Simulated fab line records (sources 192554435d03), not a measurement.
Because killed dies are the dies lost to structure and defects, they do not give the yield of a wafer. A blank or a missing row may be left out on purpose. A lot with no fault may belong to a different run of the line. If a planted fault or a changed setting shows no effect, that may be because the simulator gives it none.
Matching of chambers || flow n5 finfet || 4 sister chambers for N5_BEOL_M11_STRIP_19 on rie diel-03
The step strips in O2. 4 wafers are shown with their chamber, then 12 later ones without.

WAFERS WITH THEIR CHAMBER
{"wafer": "L089.4", "chamber": 1, "drypump motor current A (A)": 6.0}
{"wafer": "L090.1", "chamber": 3, "drypump motor current A (A)": 6.0}
{"wafer": "L090.2", "chamber": 0, "drypump motor current A (A)": 5.4}
{"wafer": "L090.3", "chamber": 2, "drypump motor current A (A)": 6.2}

WAFERS WITH NO CHAMBER GIVEN
{"wafer": "L092.4", "drypump motor current A (A)": 6.0}
{"wafer": "L092.5", "drypump motor current A (A)": 6.1}
{"wafer": "L092.6", "drypump motor current A (A)": 6.2}
{"wafer": "L093.1", "drypump motor current A (A)": 6.1}
{"wafer": "L093.4", "drypump motor current A (A)": 6.2}
{"wafer": "L093.6", "drypump motor current A (A)": 6.0}
{"wafer": "L094.1", "drypump motor current A (A)": 6.2}
{"wafer": "L094.2", "drypump motor current A (A)": 5.4}
{"wafer": "L094.3", "drypump motor current A (A)": 6.0}
{"wafer": "L096.1", "drypump motor current A (A)": 5.4}
{"wafer": "L096.3", "drypump motor current A (A)": 6.1}
{"wafer": "L096.4", "drypump motor current A (A)": 6.2}

THE CHAMBER EACH PASSED THROUGH
{"wafer": "L092.4", "from the rows above": "can't be placed: 1 or 3", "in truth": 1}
{"wafer": "L092.5", "from the rows above": "can't be placed: 1 or 3 or 2", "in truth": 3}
{"wafer": "L092.6", "from the rows above": 2, "in truth": 2}
{"wafer": "L093.1", "from the rows above": "can't be placed: 1 or 3 or 2", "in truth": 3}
{"wafer": "L093.4", "from the rows above": 2, "in truth": 2}
{"wafer": "L093.6", "from the rows above": "can't be placed: 1 or 3", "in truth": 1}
{"wafer": "L094.1", "from the rows above": 2, "in truth": 2}
{"wafer": "L094.2", "from the rows above": 0, "in truth": 0}
{"wafer": "L094.3", "from the rows above": "can't be placed: 1 or 3", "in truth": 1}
{"wafer": "L096.1", "from the rows above": 0, "in truth": 0}
{"wafer": "L096.3", "from the rows above": "can't be placed: 1 or 3 or 2", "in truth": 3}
{"wafer": "L096.4", "from the rows above": 2, "in truth": 2}
Correct placement for 6 of the 12. From these rows, 6 cannot be placed; in 6 the true chamber is one of the candidates. Number placed wrongly: 0.
How it was worked out, from the rows above alone: a wafer's distance from a chamber is the root of the sum, over the readings, of the square of ((its reading less the chamber's mean) divided by the reading's scatter). If the next closest chamber is less than 2 further off than the closest, the wafer can't be placed; otherwise it belongs to the closest. Each chamber's mean is taken over the wafers shown for it. The scatter: with one shown wafer a chamber, the root of the mean of the squares of how far each hidden wafer lies from its nearest shown one.
